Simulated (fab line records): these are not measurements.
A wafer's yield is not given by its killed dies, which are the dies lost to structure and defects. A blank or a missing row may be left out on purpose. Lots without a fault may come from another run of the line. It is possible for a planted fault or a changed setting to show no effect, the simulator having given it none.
Chamber matching -- flow nand harc -- cmp-02 running NHARC_P_CONTACT_CMP_01: 4 sister chambers
The step polishes SiO2, target thk 200 nm. 27 wafers are shown with their chamber, then 12 later ones without.

== WAFERS, EACH WITH ITS CHAMBER ==
wafer,chamber,motor current A (A)
L074.1,0,12.2
L074.2,3,11.3
L074.4,1,9.8
L075.3,2,11.3
L075.5,2,11.4
L075.6,3,11.2
L076.4,2,11.5
L076.5,0,13.0
L076.6,1,10.6
L081.1,2,11.5
L081.3,0,13.4
L081.5,0,12.5
L082.1,3,10.9
L082.4,2,11.7
L082.5,0,12.4
L084.2,1,10.4
L084.5,2,11.2
L084.6,3,10.8
L086.1,2,11.0
L086.2,0,12.9
L086.5,3,11.4
L089.3,1,10.6
L089.4,0,13.3
L089.6,2,11.0
L090.1,1,10.2
L090.2,3,11.2
L090.6,3,11.2

SIGNATURES (averages over the wafers above)
reading,chamber 0,chamber 1,chamber 2,chamber 3,scatter within a chamber
motor current A,12.814,10.320,11.325,11.143,0.325
Rule: a wafer lies at a distance from a chamber equal to the root of the sum of squares, over the readings, of (its reading less the chamber's mean, divided by the reading's scatter). If the next closest chamber is less than 2 further off than the closest, the wafer can't be placed; otherwise it belongs to the closest. How the scatter is found: for the shown wafers, subtract from each reading the mean of its chamber, square and add these, divide the total by (wafers less chambers), then take the root.

== WAFERS WITHOUT THEIR CHAMBER ==
wafer,motor current A (A)
L091.1,11.9
L091.2,10.2
L091.3,13.1
L093.2,10.3
L093.3,11.6
L093.4,11.8
L096.2,11.6
L096.4,10.1
L096.5,12.1
L097.1,12.8
L097.3,11.7
L097.4,11.7

== CHAMBER TAKEN BY EACH ==
wafer,from the rows above,in truth
L091.1,can't be placed: 2 or 3 or 0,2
L091.2,1,1
L091.3,0,0
L093.2,1,1
L093.3,can't be placed: 2 or 3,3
L093.4,can't be placed: 2 or 3 or 0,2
L096.2,can't be placed: 2 or 3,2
L096.4,1,1
L096.5,can't be placed: 0 or 2 or 3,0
L097.1,0,0
L097.3,can't be placed: 2 or 3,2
L097.4,can't be placed: 2 or 3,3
Correct placement for 5 of the 12. From these rows, 7 cannot be placed; in 7 the true chamber is one of the candidates. Placed wrongly: 0.
